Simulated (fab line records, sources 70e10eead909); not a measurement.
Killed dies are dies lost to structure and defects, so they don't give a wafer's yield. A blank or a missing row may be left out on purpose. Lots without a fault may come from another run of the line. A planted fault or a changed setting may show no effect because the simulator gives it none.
Which tool did it? | flow nand_harc | 12 lots, 36 wafers sampled, at 6 steps of a route of 1302

WHAT THE GAUGES READ, wafer by wafer
NHARC_P_ZERO_WELL_CD_MEAS_24: target cd 720 nm. Usual: cd_nm 721.0 nm, standard deviation 2.3.
lot  | measured     | on        | cd_nm (nm)        | flag
L171 | day 1 22:20  | cd_sem-01 | 718.0 718.0 718.8 |
L172 | day 2 11:41  | cd_sem-01 | 715.5 720.9 715.2 |
L173 | day 2 18:20  | cd_sem-01 | 722.3 719.8 722.8 |
L174 | day 3 04:38  | cd_sem-01 | - - -             | OFF
L183 | day 6 22:37  | cd_sem-01 | 725.0 721.2 722.7 |
L184 | day 7 08:27  | cd_sem-02 | 718.5 720.6 721.7 |
L185 | day 7 18:28  | cd_sem-01 | 721.3 722.1 722.0 |
L186 | day 8 04:41  | cd_sem-02 | 721.0 716.3 715.2 |
L189 | day 9 10:20  | cd_sem-03 | 725.6 723.1 718.5 |
L190 | day 9 20:33  | cd_sem-01 | 719.9 724.9 724.1 |
L191 | day 10 06:44 | cd_sem-03 | 716.8 719.9 720.6 |
L194 | day 11 12:34 | cd_sem-02 | 722.8 719.6 720.8 |

NHARC_P_STI_INSPECT_11. Usual: raw_defect_count 6, standard deviation 3.2.
lot  | measured     | on                | raw_defect_count | flag
L171 | day 2 22:05  | defect_inspect-02 | 20 8 10          |
L172 | day 3 09:59  | defect_inspect-01 | 4 10 13          |
L173 | day 3 17:08  | defect_inspect-01 | 6 2 7            |
L183 | day 8 00:37  | defect_inspect-01 | 1 5 5            |
L184 | day 8 08:20  | defect_inspect-02 | 4 1 5            |
L185 | day 8 15:32  | defect_inspect-01 | 4 6 8            |
L186 | day 9 01:14  | defect_inspect-02 | 9 5 5            |
L189 | day 10 07:35 | defect_inspect-01 | 11 12 9          |
L190 | day 10 22:17 | defect_inspect-02 | 4 9 12           |
L191 | day 11 04:59 | defect_inspect-02 | 8 2 2            |
L194 | day 12 10:44 | defect_inspect-01 | 6 9 5            |

NHARC_P_STI_INSPECT_25. Usual: raw_defect_count 242, standard deviation 82.
lot  | measured     | on                | raw_defect_count | flag
L171 | day 4 05:10  | defect_inspect-02 | 157 239 212      |
L172 | day 4 17:35  | defect_inspect-01 | 163 219 177      |
L173 | day 4 17:35  | defect_inspect-02 | 192 297 158      |
L183 | day 9 04:16  | defect_inspect-01 | 285 199 385      |
L184 | day 9 10:53  | defect_inspect-02 | 419 267 409      |
L185 | day 10 03:55 | defect_inspect-01 | 437 348 355      |
L186 | day 10 03:55 | defect_inspect-02 | 208 182 183      |
L189 | day 11 16:53 | defect_inspect-02 | 261 177 263      |
L190 | day 12 06:40 | defect_inspect-02 | 185 124 167      |
L191 | day 12 11:16 | defect_inspect-01 | 129 111 231      |
L194 | day 13 14:45 | defect_inspect-01 | 303 362 385      |

NHARC_END_SORT_01. Usual: killed_at_array 56, standard deviation 17; killed_at_other 1.2, standard deviation 1.4; killed_at_periphery 4, standard deviation 3.2; killed_dies 61, standard deviation 16; killed_open 3.6, standard deviation 2.1; killed_short 2.7, standard deviation 1.8.
lot  | measured     | on        | killed_at_array | killed_at_other | killed_at_periphery | killed_dies | killed_open | killed_short | flag
L174 | day 25 17:55 | prober-02 | 58 45 40        | 2 2 4           | 617 630 633         | 677 677 677 | 2 2 4       | 5 2 3        | OFF

WHICH TOOL RAN EACH LOT (tool, then ch and the chambers of the sampled wafers, then the start)
lot  | NHARC_P_ZERO_WELL_EXPOSE_21       | NHARC_P_ZERO_WELL_DESCUM_54
L171 | krf_scanner-01 ch 0, day 1 22:11  | rie_diel-08 ch 1,2, day 2 01:52
L172 | krf_scanner-03 ch 0, day 2 11:32  | rie_diel-12 ch 0,2,3, day 2 14:53
L173 | krf_scanner-03 ch 0, day 2 18:11  | rie_diel-08 ch 1,2,3, day 2 21:40
L174 | krf_scanner-01 ch 0, day 3 04:29  | rie_diel-12 ch 0,1,2, day 3 08:05
L183 | krf_scanner-03 ch 0, day 6 22:27  | rie_diel-12 ch 0,3, day 7 02:04
L184 | krf_scanner-03 ch 0, day 7 08:17  | rie_diel-07 ch 1,2,3, day 7 12:04
L185 | krf_scanner-03 ch 0, day 7 18:19  | rie_diel-07 ch 0,3, day 7 21:56
L186 | krf_scanner-01 ch 0, day 8 04:32  | rie_diel-07 ch 1,2,3, day 8 08:13
L189 | krf_scanner-03 ch 0, day 9 10:11  | rie_diel-12 ch 0,3, day 9 13:47
L190 | krf_scanner-03 ch 0, day 9 20:24  | rie_diel-12 ch 0,1,2, day 9 23:53
L191 | krf_scanner-01 ch 0, day 10 06:35 | rie_diel-08 ch 0,2,3, day 10 10:04
L194 | krf_scanner-01 ch 0, day 11 12:25 | rie_diel-12 ch 2,3, day 11 15:46
- NHARC_P_ZERO_WELL_EXPOSE_21: exposes mask P NWELL, target cd 720 nm.
- NHARC_P_ZERO_WELL_DESCUM_54: chemistry O2, time 3 s.

WHAT THE TOOLS THEMSELVES READ (means of the sampled wafers that have a number; where no wafer has one, the mark that the record gives instead)
NHARC_P_ZERO_WELL_EXPOSE_21. Usual: stage_vel_mm_s 500.03 mm/s, standard deviation 0.25.
lot  | tool           | stage_vel_mm_s (mm/s) | flag
L171 | krf_scanner-01 | 499.76                |
L172 | krf_scanner-03 | 499.90                |
L173 | krf_scanner-03 | 500.33                |
L174 | krf_scanner-01 | 500.05                |
L183 | krf_scanner-03 | 500.08                |
L184 | krf_scanner-03 | 500.14                |
L185 | krf_scanner-03 | 499.85                |
L186 | krf_scanner-01 | 499.90                |
L189 | krf_scanner-03 | 499.99                |
L190 | krf_scanner-03 | 499.98                |
L191 | krf_scanner-01 | 499.76                |
L194 | krf_scanner-01 | 500.23                |

NHARC_P_ZERO_WELL_DESCUM_54. Usual: drypump_motor_current_A 5.8 A, standard deviation 0.36; o2_flow_sccm 200.0 sccm, standard deviation 0.58; oes_product_au 1.000 a.u., standard deviation 0.01; rf_vpp_V 57.7 V, standard deviation 0.85; showerhead_plenum_p_Torr 1.92 Torr, standard deviation 0.064; throttle_valve_pct 11.311 %, standard deviation 0.0086.
lot  | tool        | drypump_motor_current_A (A) | o2_flow_sccm (sccm) | oes_product_au (a.u.) | rf_vpp_V (V) | showerhead_plenum_p_Torr (Torr) | throttle_valve_pct (%) | flag
L171 | rie_diel-08 | 5.7                         | 199.9               | 1.002                 | 57.4         | 1.97                            | 11.311                 |
L172 | rie_diel-12 | 5.9                         | 200.3               | 1.003                 | 58.0         | 1.97                            | 11.314                 |
L173 | rie_diel-08 | 5.9                         | 200.3               | 1.001                 | 57.8         | 1.97                            | 11.307                 |
L174 | rie_diel-12 | 5.7                         | 200.2               | 0.999                 | 57.9         | 1.92                            | 11.315                 |
L183 | rie_diel-12 | 5.9                         | 199.8               | 0.991                 | 57.8         | 1.92                            | 11.315                 |
L184 | rie_diel-07 | 5.7                         | 200.0               | 1.009                 | 57.2         | 1.88                            | 11.310                 |
L185 | rie_diel-07 | 5.2                         | 200.3               | 1.001                 | 58.4         | 1.87                            | 11.310                 |
L186 | rie_diel-07 | 5.7                         | 200.0               | 0.999                 | 57.8         | 1.88                            | 11.312                 |
L189 | rie_diel-12 | 5.9                         | 200.3               | 1.002                 | 58.5         | 1.96                            | 11.302                 |
L190 | rie_diel-12 | 5.8                         | 200.2               | 1.007                 | 58.3         | 1.91                            | 11.311                 |
L191 | rie_diel-08 | 6.0                         | 199.7               | 0.997                 | 57.3         | 1.93                            | 11.303                 |
L194 | rie_diel-12 | 5.9                         | 199.9               | 0.994                 | 58.2         | 1.98                            | 11.312                 |

THE ANSWER, worked out from the rows above alone
Rule: a lot is off if the mean of its wafers that have a number lies more than 3 standard deviations from the usual mean. A lot without any number at a reading at which 4 lots or more have one is off too. The other lots that the step has rows for count as sound. The gauges are gone through in route order, then the tools' own readings, and for those a lot's mean is taken as printed above. The first step at which some lot is off is used, and at that step the reading that is off furthest; a lot without a number counts as furthest.
Off: L174, at NHARC_P_ZERO_WELL_CD_MEAS_24 (cd_nm). Without a number there: L174.
A tool fits if, at a process step before that reading, it ran every lot that is off, and no sound lot after the first of them. The gauges at NHARC_P_ZERO_WELL_CD_MEAS_24 aren't tried: what is off there is off at NHARC_END_SORT_01 too, on other tools, and a gauge's error can't cause that. None of those tried fits.

WHAT THE SIMULATOR HAD PUT IN
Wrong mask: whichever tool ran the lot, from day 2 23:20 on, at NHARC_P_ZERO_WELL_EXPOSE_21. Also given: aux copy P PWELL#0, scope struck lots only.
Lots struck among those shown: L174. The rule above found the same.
